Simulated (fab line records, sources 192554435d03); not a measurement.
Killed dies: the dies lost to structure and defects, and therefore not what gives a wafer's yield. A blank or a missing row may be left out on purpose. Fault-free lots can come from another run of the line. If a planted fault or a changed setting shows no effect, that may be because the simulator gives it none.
What tool caused it?    flow n5-finfet    72 wafers from 24 lots sampled at 4 of the route's 1938 steps

== WHAT EACH GAUGE READ, for each wafer ==
N5_SD_EPI_N_INSPECT_11: inspects for defects (macro).
lot   measured     on                 raw-defect-count
L074  day 3 07:14  defect-inspect-02  5 1 3
L075  day 3 08:39  defect-inspect-01  1 2 1
L076  day 3 13:34  defect-inspect-02  0 1 3
L077  day 3 20:45  defect-inspect-01  2 5 2
L078  day 4 04:56  defect-inspect-01  4 2 1
L079  day 4 07:07  defect-inspect-01  2 1 2
L080  day 4 13:46  defect-inspect-02  1 1 2
L081  day 4 18:54  defect-inspect-02  1 4 1
L082  day 5 03:47  defect-inspect-02  1 1 2
L083  day 5 12:22  defect-inspect-02  0 1 4
L084  day 5 17:59  defect-inspect-02  1 3 1
L085  day 5 23:35  defect-inspect-01  3 2 2
L086  day 6 08:00  defect-inspect-01  3 2 0
L087  day 6 09:45  defect-inspect-02  3 3 0
L088  day 6 16:43  defect-inspect-02  1 4 4
L089  day 7 00:49  defect-inspect-02  2 0 2
L090  day 7 03:32  defect-inspect-02  1 2 2
L091  day 7 10:46  defect-inspect-01  3 4 5
L092  day 7 15:55  defect-inspect-02  1 4 2
L093  day 7 23:52  defect-inspect-01  2 2 3
L094  day 8 00:52  defect-inspect-01  1 2 1
L095  day 8 07:30  defect-inspect-01  2 2 0
L096  day 8 13:11  defect-inspect-01  3 4 5
L097  day 8 18:52  defect-inspect-02  2 3 2

== EACH LOT AND THE TOOL THAT RAN IT (in order: tool; ch and the chambers of the sampled wafers; start) ==
lot   N5_FIN_SAQP_SPACER1_ETCHBACK_25    N5_FIN_SAQP_RECESS_71              N5_DUMMY_GATE_ETCH_32
L074  rie-diel-06 ch 0,2,3, day 2 01:56  vapor-etch-02 ch 0,1, day 2 03:11  rie-si-06 ch 0,1, day 3 04:19
L075  rie-diel-01 ch 1,2,3, day 2 06:23  vapor-etch-02 ch 0,1, day 2 07:43  rie-si-06 ch 1,2,3, day 3 07:01
L076  rie-diel-02 ch 0,1,2, day 2 12:40  vapor-etch-01 ch 0,1, day 2 13:44  rie-si-01 ch 0,1,2, day 3 12:08
L077  rie-diel-06 ch 0,3, day 2 19:56    vapor-etch-01 ch 0,1, day 2 21:08  rie-si-01 ch 1,2, day 3 19:02
L078  rie-diel-02 ch 1,2,3, day 3 03:14  vapor-etch-01 ch 0,1, day 3 04:37  rie-si-05 ch 0,1,2, day 4 03:31
L079  rie-diel-01 ch 0,1,2, day 3 07:20  vapor-etch-02 ch 0,1, day 3 08:30  rie-si-05 ch 1,2, day 4 05:34
L080  rie-diel-02 ch 1,2, day 3 12:10    vapor-etch-02 ch 0,1, day 3 13:40  rie-si-05 ch 0,2,3, day 4 12:19
L081  rie-diel-06 ch 0,1,3, day 3 18:50  vapor-etch-02 ch 0,1, day 3 19:56  rie-si-05 ch 1,2, day 4 17:21
L082  rie-diel-01 ch 0,1,2, day 4 01:37  vapor-etch-02 ch 0,1, day 4 02:41  rie-si-05 ch 1,2, day 5 00:20
L083  rie-diel-01 ch 0,1, day 4 08:09    vapor-etch-02 ch 0,1, day 4 09:14  rie-si-05 ch 0,2,3, day 5 10:49
L084  rie-diel-01 ch 1,2, day 4 14:14    vapor-etch-02 ch 0,1, day 4 15:37  rie-si-01 ch 0,1,3, day 5 16:26
L085  rie-diel-06 ch 1,2,3, day 4 21:41  vapor-etch-02 ch 0,1, day 4 22:52  rie-si-06 ch 0,1, day 5 22:02
L086  rie-diel-01 ch 0,1,3, day 5 03:11  vapor-etch-01 ch 0,1, day 5 04:16  rie-si-01 ch 0,1,3, day 6 05:43
L087  rie-diel-06 ch 0,1, day 5 07:01    vapor-etch-01 ch 0,1, day 5 08:10  rie-si-01 ch 1,3, day 6 07:44
L088  rie-diel-01 ch 1,2,3, day 5 13:02  vapor-etch-02 ch 0,1, day 5 14:35  rie-si-06 ch 0,3, day 6 14:26
L089  rie-diel-02 ch 1,2, day 5 20:16    vapor-etch-02 ch 0,1, day 5 21:28  rie-si-05 ch 0,1,3, day 6 22:26
L090  rie-diel-02 ch 0,3, day 6 01:56    vapor-etch-01 ch 0,1, day 6 03:20  rie-si-06 ch 1,2, day 7 02:07
L091  rie-diel-02 ch 0,2,3, day 6 08:17  vapor-etch-01 ch 0,1, day 6 09:46  rie-si-06 ch 1,2,3, day 7 09:11
L092  rie-diel-06 ch 1,2,3, day 6 15:26  vapor-etch-01 ch 0,1, day 6 16:30  rie-si-01 ch 0,1,2, day 7 14:22
L093  rie-diel-06 ch 2,3, day 6 19:56    vapor-etch-02 ch 0,1, day 6 21:10  rie-si-01 ch 1,2, day 7 22:19
L094  rie-diel-02 ch 1,2, day 6 23:29    vapor-etch-01 ch 0,1, day 7 00:44  rie-si-06 ch 0,2,3, day 7 23:26
L095  rie-diel-02 ch 0,2,3, day 7 05:41  vapor-etch-01 ch 0,1, day 7 07:02  rie-si-06 ch 0,3, day 8 05:53
L096  rie-diel-01 ch 0,1,3, day 7 11:56  vapor-etch-02 ch 0,1, day 7 13:03  rie-si-01 ch 0,3, day 8 10:52
L097  rie-diel-01 ch 0,3, day 7 17:50    vapor-etch-01 ch 1, day 7 18:55    rie-si-06 ch 0,2,3, day 8 17:15
- N5_FIN_SAQP_SPACER1_ETCHBACK_25: etches SiO2 in CHF3/O2, target depth 24.4 nm, time 12.2 s.
- N5_FIN_SAQP_RECESS_71: chemistry HF/NH3, target SiO2, target depth 3 nm, afs cycles 1, sublimation time 60 s.
- N5_DUMMY_GATE_ETCH_32: etches SiO2 in CF4, target depth 3.5 nm, time 3.9 s.

== WHAT THE TOOLS THEMSELVES READ (means of the sampled wafers that have a number; where no wafer has one, the mark that the record gives instead) ==
N5_FIN_SAQP_SPACER1_ETCHBACK_25.
lot   tool         drypump-motor-current-A (A)  oes_f_703_au (a.u.)  oes-product-au (a.u.)  rf-fwd-power-W (W)  rf-vpp-V (V)  showerhead-plenum-p-Torr (Torr)  throttle-valve-pct (%)
L074  rie-diel-06  5.3                          0.79                 0.77                   648.6               527           2.37                             19.06
L075  rie-diel-01  5.8                          0.72                 0.71                   645.8               523           2.38                             19.04
L076  rie-diel-02  5.7                          0.87                 0.85                   643.9               518           2.49                             18.68
L077  rie-diel-06  5.2                          0.78                 0.76                   647.1               525           2.37                             19.01
L078  rie-diel-02  5.4                          0.91                 0.91                   645.7               521           2.45                             18.68
L079  rie-diel-01  5.9                          0.75                 0.74                   644.5               519           2.36                             18.98
L080  rie-diel-02  5.7                          0.92                 0.89                   644.7               517           2.52                             18.61
L081  rie-diel-06  5.7                          0.81                 0.81                   645.5               526           2.38                             18.91
L082  rie-diel-01  5.9                          0.75                 0.74                   645.6               520           2.36                             19.00
L083  rie-diel-01  5.8                          0.76                 0.74                   644.1               519           2.34                             19.04
L084  rie-diel-01  5.7                          0.73                 0.73                   646.1               522           2.39                             18.97
L085  rie-diel-06  5.8                          0.88                 0.87                   646.1               530           2.47                             18.85
L086  rie-diel-01  5.7                          0.81                 0.80                   645.0               522           2.35                             18.94
L087  rie-diel-06  6.2                          0.86                 0.86                   646.8               526           2.40                             18.84
L088  rie-diel-01  5.8                          0.79                 0.78                   647.6               523           2.37                             18.92
L089  rie-diel-02  5.7                          0.88                 0.86                   644.1               520           2.47                             18.61
L090  rie-diel-02  5.1                          0.86                 0.86                   646.7               521           2.38                             18.81
L091  rie-diel-02  5.4                          0.87                 0.85                   646.6               519           2.45                             18.74
L092  rie-diel-06  5.8                          0.88                 0.88                   646.0               530           2.47                             18.85
L093  rie-diel-06  5.4                          0.91                 0.91                   648.8               531           2.55                             18.88
L094  rie-diel-02  5.7                          0.85                 0.83                   643.8               517           2.51                             18.67
L095  rie-diel-02  5.4                          0.86                 0.84                   644.4               518           2.44                             18.75
L096  rie-diel-01  5.7                          0.78                 0.76                   646.8               522           2.34                             18.99
L097  rie-diel-01  5.9                          0.79                 0.77                   646.5               520           2.31                             19.04

N5_FIN_SAQP_RECESS_71.
lot   tool           drypump-motor-current-A (A)
L074  vapor-etch-02  5.7
L075  vapor-etch-02  5.7
L076  vapor-etch-01  5.5
L077  vapor-etch-01  5.5
L078  vapor-etch-01  5.4
L079  vapor-etch-02  6.0
L080  vapor-etch-02  6.0
L081  vapor-etch-02  6.0
L082  vapor-etch-02  6.0
L083  vapor-etch-02  5.7
L084  vapor-etch-02  5.7
L085  vapor-etch-02  6.0
L086  vapor-etch-01  5.5
L087  vapor-etch-01  5.5
L088  vapor-etch-02  5.7
L089  vapor-etch-02  5.7
L090  vapor-etch-01  5.4
L091  vapor-etch-01  5.4
L092  vapor-etch-01  5.5
L093  vapor-etch-02  5.7
L094  vapor-etch-01  5.4
L095  vapor-etch-01  5.5
L096  vapor-etch-02  6.0
L097  vapor-etch-01  5.3

N5_DUMMY_GATE_ETCH_32.
lot   tool       drypump-motor-current-A (A)  oes-product-au (a.u.)  rf-fwd-power-W (W)  throttle-valve-pct (%)
L074  rie-si-06  6.1                          1.007                  794                 21.65
L075  rie-si-06  5.7                          0.994                  788                 21.71
L076  rie-si-01  5.8                          0.990                  789                 21.79
L077  rie-si-01  5.3                          0.997                  789                 21.85
L078  rie-si-05  6.0                          1.001                  787                 21.75
L079  rie-si-05  6.2                          0.997                  789                 22.04
L080  rie-si-05  6.0                          0.985                  790                 21.85
L081  rie-si-05  6.2                          0.996                  790                 22.04
L082  rie-si-05  6.0                          1.014                  792                 21.76
L083  rie-si-05  6.0                          0.976                  791                 21.82
L084  rie-si-01  5.9                          0.992                  790                 21.97
L085  rie-si-06  6.1                          1.007                  791                 21.65
L086  rie-si-01  5.9                          0.992                  787                 21.97
L087  rie-si-01  5.4                          0.989                  791                 22.01
L088  rie-si-06  5.6                          1.004                  790                 21.58
L089  rie-si-05  5.8                          0.993                  791                 21.55
L090  rie-si-06  5.9                          0.980                  792                 21.74
L091  rie-si-06  5.7                          0.991                  789                 21.68
L092  rie-si-01  5.8                          0.995                  789                 21.80
L093  rie-si-01  5.4                          1.001                  782                 21.76
L094  rie-si-06  5.7                          0.995                  788                 21.57
L095  rie-si-06  5.8                          1.006                  790                 21.58
L096  rie-si-01  6.4                          0.991                  785                 21.93
L097  rie-si-06  5.7                          0.985                  788                 21.58

== THE ANSWER, worked out from the rows above alone ==
Rule: usual is defined by the lots themselves. The widest of any qualifying gaps counts: lots, ordered by their means at a reading, are off when they make up no more than a third of the lots, leave a main group of 4 or more, and stand apart from it by 3 or more times the standard deviation of that group's means. A main group is skipped when, at the precision printed for the reading in the tables above, its means are all equal. A lot without any number at a reading at which 4 lots or more have one is off too. Any other lot the step has rows for is counted as sound. The gauges are gone through in route order, then the tools' own readings, and for those a lot's mean is taken as printed above. The first step at which some lot is off is used, and at that step the reading that is off furthest; a lot without a number counts as furthest.
Nothing can be told from this: no lot is off at any reading shown.

== WHAT WAS PUT IN BY THE SIMULATOR ==
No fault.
